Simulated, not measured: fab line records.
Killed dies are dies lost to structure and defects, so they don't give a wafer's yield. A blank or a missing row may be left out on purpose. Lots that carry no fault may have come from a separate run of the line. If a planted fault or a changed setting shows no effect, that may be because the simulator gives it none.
fab line records | flow n5-finfet
[record] lots = 9 | wafers = 27 | last-day = 17
route steps=1938 shown GATE_CUT@489 BEOL_M4@1111
lots that met no fault: from a run of the same line without faults
start-h: start of the lot's first displayed wafer, in hours after the record's first day | wait-h: time in hours since the lot's previous step | " as in the row above | L1.1+2: one row covering several wafers at once | - no value, or no start was given | * or withheld: withheld | < > ~ a bound
route shown NAME@n: a module of which the file shows steps, and the number in the route of the first | usual: average and standard deviation across the fault-free wafers | same: alike in all rows | chamber/n: place in a boat | sites: each site's reading | _std_site: the values' standard deviation | _edge_site: the outer-site mean with the inner-site mean subtracted | radius-mm: how far each site lies from the wafer's centre | mask NAME#n: copy n | behind: the last tool/chamber to shape the wafer | hold: why the lot went on hold/how many hours it stayed there/how the hold came to an end | device: names the non-switching transistor (n, p or np) | end of line: at the end of the route, the tests of the same wafers | a step without rows: its recipe alone | killed: dies lost to structure and defects at the first sort, not the wafer's yield | map: a wafer's dies, marking killed ones x, the rest . and places with no die _
set.NAME: the setting as run; set.NAME@STEP: as run at that earlier step | model.NAME: the simulator's own value behind a step, which no gauge read
one table for each step of the route and one row for each wafer, over a sample of lots
services: the hour from which a tool's chamber was out of use, counted from the record's first day as start-h (under 0 if before that day), plus the number of hours and why
[[steps]]
[step N5_GATE_CUT_INSPECT_15]
[recipe] mode = adi | inspect-instrument = brightfield
[usual] raw-defect-count = 132/46
lot.wafer | tool              | chamber | start-h | wait-h | raw-defect-count
L178.1    | defect-inspect-01 | -       | 85.10   | 0.1    | 80
L178.3    | "                 | -       | "       | "      | 154
L178.6    | "                 | -       | "       | "      | 146
L181.2    | defect-inspect-02 | -       | 103.67  | 0.0    | 112
L181.3    | "                 | -       | "       | "      | 163
L181.5    | "                 | -       | "       | "      | 105
L187.2    | defect-inspect-01 | -       | 138.30  | 0.0    | 134
L187.3    | "                 | -       | "       | "      | 148
L187.4    | "                 | -       | "       | "      | 172
L188.1    | defect-inspect-02 | -       | 146.37  | 0.1    | 74
L188.2    | "                 | -       | "       | "      | 98
L188.3    | "                 | -       | "       | "      | 99
L195.1    | defect-inspect-01 | -       | 185.87  | 0.1    | 105
L195.2    | "                 | -       | "       | "      | 122
L195.6    | "                 | -       | "       | "      | 179
L198.3    | defect-inspect-01 | -       | 208.61  | 0.0    | 154
L198.4    | "                 | -       | "       | "      | 96
L198.5    | "                 | -       | "       | "      | 122
L199.1    | defect-inspect-02 | -       | 209.55  | 0.1    | 161
L199.2    | "                 | -       | "       | "      | 153
L199.6    | "                 | -       | "       | "      | 110
L200.1    | defect-inspect-01 | -       | 218.03  | 0.1    | 174
L200.2    | "                 | -       | "       | "      | 132
L200.5    | "                 | -       | "       | "      | 148
L201.1    | defect-inspect-01 | -       | 221.06  | 0.1    | 164
L201.2    | "                 | -       | "       | "      | 156
L201.5    | "                 | -       | "       | "      | 168
[step N5_GATE_CUT_ETCH_37]
[recipe] chemistry = N2/H2 | target = SOC | target-depth-a = 600 | overetch-a = 120 | mask-material = SiARC | temp-c = 40 | time-s = 90 | ion-energy-ev = 200 | pressure-mtorr = 30 | source-w = 840 | bias-w = 150 | n2-flow-sccm = 200 | h2-flow-sccm = 200
[usual] drypump-motor-current-A = 5.5/0.44 | h2-flow-sccm = 200.1/0.56 | n2-flow-sccm = 200.0/0.63 | oes-product-au = 0.69/0.076 | rf-vpp-V = 524.7/2.4 | showerhead-plenum-p-Torr = 2.57/0.076 | throttle-valve-pct = 17.79/0.21
lot.wafer | tool        | chamber | start-h | wait-h | drypump-motor-current-A | h2-flow-sccm | n2-flow-sccm | oes-product-au | rf-hours-counter-h | rf-vpp-V | showerhead-plenum-p-Torr | throttle-valve-pct
L178.1    | rie-diel-04 | 3       | 85.21   | 0.0    | 5.9                     | 200.4        | 200.3        | 0.65           | 180                | 520.4    | 2.42                     | 18.04
L178.3    | "           | 2       | "       | "      | 4.7                     | 200.2        | 199.7        | 0.60           | 250                | 520.9    | 2.41                     | 18.06
L178.6    | "           | 0       | "       | "      | 5.3                     | 200.1        | 200.2        | 0.61           | -                  | 522.9    | 2.50                     | 17.98
L181.2    | rie-diel-04 | 1       | 103.79  | 0.0    | 5.1                     | 199.5        | 200.1        | 0.63           | 223                | 526.2    | 2.62                     | 17.89
L181.3    | "           | 3       | "       | "      | 5.9                     | 200.4        | 198.4        | 0.65           | 187                | 521.3    | 2.41                     | 18.06
L181.5    | "           | 3       | "       | "      | 5.9                     | 199.8        | 199.7        | 0.64           | -                  | 519.5    | 2.41                     | 18.05
L187.2    | rie-diel-01 | 2       | 138.41  | 0.0    | 5.4                     | 199.9        | 199.8        | 0.66           | 164                | 522.9    | 2.56                     | 18.09
L187.3    | "           | 1       | "       | "      | 6.0                     | 199.6        | 200.6        | 0.62           | 245                | 523.1    | 2.48                     | 17.62
L187.4    | "           | 0       | "       | "      | 5.3                     | 200.7        | 199.7        | 0.76           | 63                 | 528.9    | 2.69                     | 17.75
L188.1    | rie-diel-01 | 0       | 146.49  | 0.0    | 5.3                     | 200.0        | 200.5        | 0.75           | 65                 | 528.1    | 2.69                     | 17.76
L188.2    | "           | 1       | "       | "      | 6.0                     | 200.0        | 200.8        | 0.61           | 248                | 523.9    | 2.48                     | 17.63
L188.3    | "           | 2       | "       | "      | 5.4                     | 199.6        | 200.1        | 0.65           | 167                | 522.8    | 2.56                     | 18.11
L195.1    | rie-diel-01 | 1       | 185.99  | 0.0    | 6.0                     | 201.2        | 199.5        | 0.87           | 4                  | 523.1    | 2.48                     | 17.13
L195.2    | "           | 3       | "       | "      | 5.7                     | 199.4        | 199.6        | 0.62           | 195                | 527.1    | 2.62                     | 17.69
L195.6    | "           | 2       | "       | "      | 5.5                     | 200.4        | 199.8        | 0.64           | -                  | 523.1    | 2.55                     | 18.12
L198.3    | rie-diel-01 | 0       | 208.72  | 0.0    | 5.3                     | 200.9        | 200.6        | 0.74           | 87                 | 525.2    | 2.68                     | 17.80
L198.4    | "           | 1       | "       | "      | 6.0                     | 198.9        | 200.7        | 0.85           | 9                  | 522.8    | 2.47                     | 17.12
L198.5    | "           | 3       | "       | "      | 5.7                     | 200.4        | 200.2        | 0.62           | -                  | 525.9    | 2.61                     | 17.68
L199.1    | rie-diel-02 | 3       | 209.77  | 0.0    | 4.9                     | 200.2        | 200.1        | 0.76           | 52                 | 520.2    | 2.48                     | 17.94
L199.2    | "           | 0       | "       | "      | 6.5                     | 199.6        | 199.5        | 0.86           | 3                  | 525.6    | 2.61                     | 17.34
L199.6    | "           | 1       | "       | "      | 5.6                     | 200.4        | 200.1        | 0.65           | -                  | 525.3    | 2.62                     | 17.79
L200.1    | rie-diel-02 | 3       | 218.14  | 0.0    | 4.9                     | 199.3        | 200.4        | 0.77           | 53                 | 522.8    | 2.48                     | 17.95
L200.2    | "           | 2       | "       | "      | 5.1                     | 200.2        | 200.1        | 0.63           | 218                | 525.1    | 2.53                     | 17.82
L200.5    | "           | 3       | "       | "      | 4.9                     | 199.3        | 200.0        | 0.77           | -                  | 522.0    | 2.48                     | 17.92
L201.1    | rie-diel-04 | 1       | 221.17  | 0.0    | 5.1                     | 200.6        | 200.9        | 0.86           | 7                  | 523.5    | 2.61                     | 17.48
L201.2    | "           | 2       | "       | "      | 4.7                     | 199.8        | 200.1        | 0.78           | 36                 | 528.6    | 2.71                     | 17.70
L201.5    | "           | 2       | "       | "      | 4.7                     | 200.0        | 199.1        | 0.78           | -                  | 529.0    | 2.71                     | 17.71
[step N5_GATE_CUT_CUT_ETCH_53]
[recipe] chemistry = SF6/Cl2 | target = W | mask-material = SiO2 | target-depth-a = 792 | pressure-mtorr = 8 | icp-w = 900 | bias-w = 80 | SF6_flow_sccm = 40 | Cl2_flow_sccm = 60 | ends = cleared
[usual] drypump-motor-current-A = 5.6/0.37 | etch-rf-on-time-s = 26.1/0.37 | oes-product-au = 0.75/0.11 | throttle-valve-pct = 28.78/0.17
lot.wafer | tool         | chamber | start-h | wait-h | drypump-motor-current-A | etch-rf-on-time-s | oes-product-au | rf-hours-counter-h | throttle-valve-pct
L178.1    | rie-metal-01 | 1       | 85.52   | 0.1    | 5.5                     | 26.8              | 0.51           | 150                | 28.98
L178.3    | "            | 0       | "       | "      | 5.1                     | 25.8              | 0.85           | -                  | 28.70
L178.6    | "            | 1       | "       | "      | 5.5                     | 26.7              | 0.50           | -                  | 29.00
L181.2    | rie-metal-01 | 0       | 104.12  | 0.1    | 5.2                     | 26.2              | 0.83           | -                  | 28.69
L181.3    | "            | 0       | "       | "      | 5.1                     | 26.2              | 0.82           | -                  | 28.72
L181.5    | "            | 0       | "       | "      | 5.1                     | 26.2              | 0.83           | -                  | 28.70
L187.2    | rie-metal-01 | 0       | 138.73  | 0.1    | 5.2                     | 26.0              | 0.80           | 12                 | 28.73
L187.3    | "            | 0       | "       | "      | 5.2                     | 26.0              | 0.80           | -                  | 28.71
L187.4    | "            | 1       | "       | "      | 5.5                     | 26.1              | 0.87           | -                  | 28.74
L188.1    | rie-metal-02 | 1       | 146.80  | 0.1    | 5.3                     | 25.3              | 0.93           | 0                  | 29.15
L188.2    | "            | 0       | "       | "      | 6.3                     | 25.8              | 0.59           | 111                | 28.74
L188.3    | "            | 1       | "       | "      | 5.3                     | 25.1              | 0.93           | -                  | 29.14
L195.1    | rie-metal-01 | 0       | 186.30  | 0.1    | 5.2                     | 17.0              | 1.02           | 16                 | 28.75
L195.2    | "            | 1       | "       | "      | 5.5                     | 16.7              | 1.10           | 6                  | 28.77
L195.6    | "            | 0       | "       | "      | 5.1                     | 17.0              | 1.02           | -                  | 28.74
L198.3    | rie-metal-01 | 0       | 209.05  | 0.1    | 5.1                     | 17.1              | 1.01           | -                  | 28.75
L198.4    | "            | 1       | "       | "      | 5.5                     | 17.0              | 1.07           | -                  | 28.77
L198.5    | "            | 1       | "       | "      | 5.5                     | 17.0              | 1.06           | -                  | 28.76
L199.1    | rie-metal-03 | 1       | 210.08  | 0.1    | 5.7                     | 26.6              | 0.81           | 10                 | 28.65
L199.2    | "            | 0       | "       | "      | 5.6                     | 25.9              | 0.73           | 34                 | 28.79
L199.6    | "            | 0       | "       | "      | 5.6                     | 25.8              | 0.74           | -                  | 28.78
L200.1    | rie-metal-03 | 1       | 218.46  | 0.1    | 5.8                     | 26.7              | 0.79           | 11                 | 28.64
L200.2    | "            | 0       | "       | "      | 5.7                     | 25.8              | 0.73           | 35                 | 28.76
L200.5    | "            | 0       | "       | "      | 5.6                     | 25.6              | 0.73           | -                  | 28.78
L201.1    | rie-metal-03 | 0       | 221.49  | 0.1    | 5.6                     | 25.9              | 0.73           | 36                 | 28.77
L201.2    | "            | 1       | "       | "      | 5.7                     | 26.5              | 0.80           | 11                 | 28.65
L201.5    | "            | 1       | "       | "      | 5.7                     | 26.6              | 0.79           | -                  | 28.66
[step N5_GATE_CUT_VAPOR_ETCH_48]
[recipe] chemistry = BCl3/Cl2 | target = TiN | mode = isotropic
[usual] drypump-motor-current-A = 5.6/0.37 | oes-product-au = 0.83/0.12
lot.wafer | tool         | chamber | start-h | wait-h | drypump-motor-current-A | oes-product-au
L178.1    | rie-metal-01 | 1       | 85.70   | 0.0    | 5.5                     | 0.56
L178.3    | "            | 0       | "       | "      | 5.1                     | 0.92
L178.6    | "            | 1       | "       | "      | 5.5                     | 0.56
L181.2    | rie-metal-01 | 0       | 104.47  | 0.1    | 5.2                     | 0.90
L181.3    | "            | 0       | "       | "      | 5.2                     | 0.89
L181.5    | "            | 0       | "       | "      | 5.1                     | 0.89
L187.2    | rie-metal-01 | 0       | 138.91  | 0.0    | 5.2                     | 0.87
L187.3    | "            | 0       | "       | "      | 5.2                     | 0.87
L187.4    | "            | 1       | "       | "      | 5.5                     | 0.96
L188.1    | rie-metal-02 | 1       | 146.98  | 0.0    | 5.3                     | 1.03
L188.2    | "            | 0       | "       | "      | 6.2                     | 0.65
L188.3    | "            | 1       | "       | "      | 5.3                     | 1.02
L195.1    | rie-metal-01 | 0       | 186.48  | 0.0    | 5.1                     | 0.84
L195.2    | "            | 1       | "       | "      | 5.5                     | 0.90
L195.6    | "            | 0       | "       | "      | 5.1                     | 0.83
L198.3    | rie-metal-01 | 0       | 209.22  | 0.0    | 5.1                     | 0.83
L198.4    | "            | 1       | "       | "      | 5.5                     | 0.90
L198.5    | "            | 1       | "       | "      | 5.5                     | 0.90
L199.1    | rie-metal-03 | 1       | 210.26  | 0.0    | 5.7                     | 0.89
L199.2    | "            | 0       | "       | "      | 5.6                     | 0.81
L199.6    | "            | 0       | "       | "      | 5.7                     | 0.81
L200.1    | rie-metal-03 | 1       | 218.64  | 0.0    | 5.7                     | 0.89
L200.2    | "            | 0       | "       | "      | 5.7                     | 0.80
L200.5    | "            | 0       | "       | "      | 5.7                     | 0.80
L201.1    | rie-metal-03 | 0       | 221.67  | 0.0    | 5.7                     | 0.80
L201.2    | "            | 1       | "       | "      | 5.7                     | 0.89
L201.5    | "            | 1       | "       | "      | 5.7                     | 0.89
[step N5_BEOL_M4_RC_MEAS_101]
[usual] DIBL_N = 35.8/1.8 | DIBL_P = 35.6/2 | IOFF_N = 0.148/0.028 | IOFF_P = 0.20/0.034 | ION_N = 672/12 | ION_P = 462/8.5 | SS_N = 71.2/0.65 | SS_P = 73.1/0.67 | VT_N = 251/3.3 | VT_P = -251/3.8
lot.wafer | tool      | chamber | start-h | wait-h | DIBL_N[mV/V] | DIBL_P[mV/V] | IOFF_N[nA/um] | IOFF_P[nA/um] | ION_N[uA/um] | ION_P[uA/um] | SS_N[mV/dec] | SS_P[mV/dec] | VT_N[mV] | VT_P[mV]
L178.1    | prober-02 | 0       | 159.17  | 0.0    | 34.6         | 35.2         | 0.150         | 0.16          | 674          | 449          | 71.1         | 72.6         | 252      | -258
L178.3    | "         | 0       | "       | "      | 32.9         | 34.3         | 0.119         | 0.15          | 660          | 454          | 70.7         | 72.5         | 253      | -257
L178.6    | "         | 0       | "       | "      | 34.0         | 36.4         | 0.145         | 0.17          | 677          | 459          | 71.5         | 73.4         | 251      | -255
L181.2    | prober-01 | 0       | 192.61  | 0.2    | 36.3         | 34.1         | 0.138         | 0.20          | 662          | 464          | 71.5         | 73.2         | 253      | -248
L181.3    | "         | 0       | "       | "      | 36.9         | 34.5         | 0.141         | 0.21          | 675          | 469          | 70.9         | 73.8         | 253      | -248
L181.5    | "         | 0       | "       | "      | 38.3         | 36.7         | 0.175         | 0.24          | 677          | 468          | 71.1         | 73.7         | 247      | -248
L187.2    | prober-02 | 0       | 218.26  | 0.2    | 34.6         | 34.3         | 0.121         | 0.19          | 663          | 457          | 70.1         | 73.5         | 253      | -249
L187.3    | "         | 0       | "       | "      | 35.9         | 35.7         | 0.136         | 0.21          | 674          | 467          | 71.3         | 72.8         | 252      | -247
L187.4    | "         | 0       | "       | "      | 35.2         | 34.7         | 0.137         | 0.19          | 677          | 468          | 70.8         | 72.4         | 250      | -249
L188.1    | prober-01 | 0       | 221.50  | 0.0    | 38.0         | 37.4         | 0.178         | 0.21          | 676          | 456          | 71.5         | 73.8         | 252      | -254
L188.2    | "         | 0       | "       | "      | 34.9         | 34.3         | 0.117         | 0.17          | 656          | 454          | 71.0         | 73.0         | 255      | -252
L188.3    | "         | 0       | "       | "      | 33.6         | 32.3         | 0.105         | 0.14          | 661          | 450          | 69.8         | 72.1         | 255      | -256
L195.1    | prober-02 | 0       | 264.20  | 0.0    | 38.4         | 39.2         | 0.153         | 0.18          | 669          | 448          | 71.5         | 74.0         | 255      | -254
L195.2    | "         | 0       | "       | "      | 32.6         | 32.9         | 0.076         | 0.12          | 626          | 430          | 70.0         | 71.7         | 266      | -260
L195.6    | "         | 0       | "       | "      | 36.1         | 37.3         | 0.117         | 0.16          | 662          | 449          | 70.3         | 73.5         | 259      | -257
L198.3    | prober-02 | 0       | 283.24  | 0.3    | 36.4         | 33.2         | 0.145         | 0.16          | 671          | 454          | 71.8         | 73.0         | 253      | -257
L198.4    | "         | 0       | "       | "      | 39.3         | 36.0         | 0.208         | 0.19          | 659          | 443          | 72.7         | 73.9         | 249      | -253
L198.5    | "         | 0       | "       | "      | 37.4         | 35.8         | 0.170         | 0.20          | 685          | 459          | 71.3         | 73.8         | 249      | -250
L199.1    | prober-01 | 0       | 290.31  | 0.0    | 38.6         | 41.2         | 0.200         | 0.27          | 678          | 464          | 72.5         | 74.2         | 245      | -247
L199.2    | "         | 0       | "       | "      | 37.8         | 39.5         | 0.181         | 0.24          | 684          | 462          | 71.2         | 73.9         | 247      | -249
L199.6    | "         | 0       | "       | "      | 38.0         | 39.9         | 0.183         | 0.25          | 682          | 472          | 72.0         | 74.1         | 250      | -247
L200.1    | prober-02 | 0       | 306.87  | 0.0    | 35.8         | 35.0         | 0.147         | 0.19          | 677          | 463          | 71.3         | 72.4         | 250      | -248
L200.2    | "         | 0       | "       | "      | 38.4         | 37.4         | 0.197         | 0.24          | 691          | 478          | 71.6         | 72.5         | 246      | -247
L200.5    | "         | 0       | "       | "      | 35.3         | 33.1         | 0.138         | 0.18          | 682          | 464          | 71.0         | 71.9         | 254      | -250
L201.1    | prober-02 | 0       | 310.71  | 0.0    | 34.5         | 34.1         | 0.145         | 0.19          | 673          | 471          | 70.7         | 72.4         | 249      | -249
L201.2    | "         | 0       | "       | "      | 35.1         | 35.6         | 0.163         | 0.21          | 687          | 470          | 70.5         | 72.9         | 246      | -247
L201.5    | "         | 0       | "       | "      | 35.3         | 35.2         | 0.164         | 0.21          | 692          | 469          | 70.9         | 72.9         | 247      | -247
[[services]]
tool         | chamber | start-h | hours | kind
rie-metal-03 | 1       | 63.05   | -     | clean
rie-metal-03 | 1       | 63.05   | 30.3  | scheduled-down
rie-metal-03 | 1       | 63.05   | 30.3  | vent-cycle
rie-diel-02  | -       | 84.23   | 0.9   | repair
rie-diel-04  | 2       | 86.26   | -     | clean
rie-diel-02  | 2       | 87.37   | 1.3   | repair
rie-diel-02  | 1       | 89.59   | 5.3   | repair
rie-diel-01  | 1       | 91.99   | 3.6   | repair
rie-diel-02  | 2       | 94.72   | 4.8   | repair
rie-metal-01 | 1       | 95.80   | -     | clean
rie-metal-01 | 1       | 95.80   | 33.2  | scheduled-down
rie-metal-01 | 1       | 95.80   | 33.2  | vent-cycle
rie-metal-01 | -       | 99.38   | 1.0   | repair
rie-metal-02 | -       | 111.94  | 2.8   | pm
rie-metal-02 | 1       | 136.39  | 1.8   | repair
rie-metal-03 | 1       | 145.12  | 1.7   | repair
rie-metal-01 | -       | 148.56  | 1.0   | repair
rie-diel-01  | 1       | 151.64  | -     | clean
rie-diel-01  | 1       | 151.64  | -     | consumable-replace:focus-ring
rie-diel-01  | 1       | 151.64  | 17.7  | scheduled-down
rie-diel-01  | 1       | 151.64  | 17.7  | vent-cycle
rie-diel-01  | 1       | 187.31  | 5.4   | repair
rie-metal-02 | 1       | 206.40  | 14.0  | repair
rie-metal-02 | 0       | 219.95  | 4.2   | repair
[[key]]
[first-sign] step = N5_GATE_CUT_CUT_ETCH_53 | reading = etch-rf-on-time-s | direction = down | sigmas = 24 | usual = * | struck = *
[effect] step = N5_GATE_CUT_CUT_ETCH_53 | reading = oes-product-au | direction = up | sigmas = 2.6 | usual = 0.75 | struck = 1.05
met-at N5_GATE_CUT_CUT_ETCH_53
struck-lots L195,L198
not-acting-at N5_GATE_CUT_INSPECT_15,N5_GATE_CUT_ETCH_37,N5_GATE_CUT_VAPOR_ETCH_48
onset-between 138.73 186.30
[fault] kind = process-parameter-drift | tool = rie-metal-01 | chamber = - | onset-h = 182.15 | steps = N5_GATE_CUT_CUT_ETCH_53 | channel = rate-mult | offset = 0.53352 | shape = step | end-h = 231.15
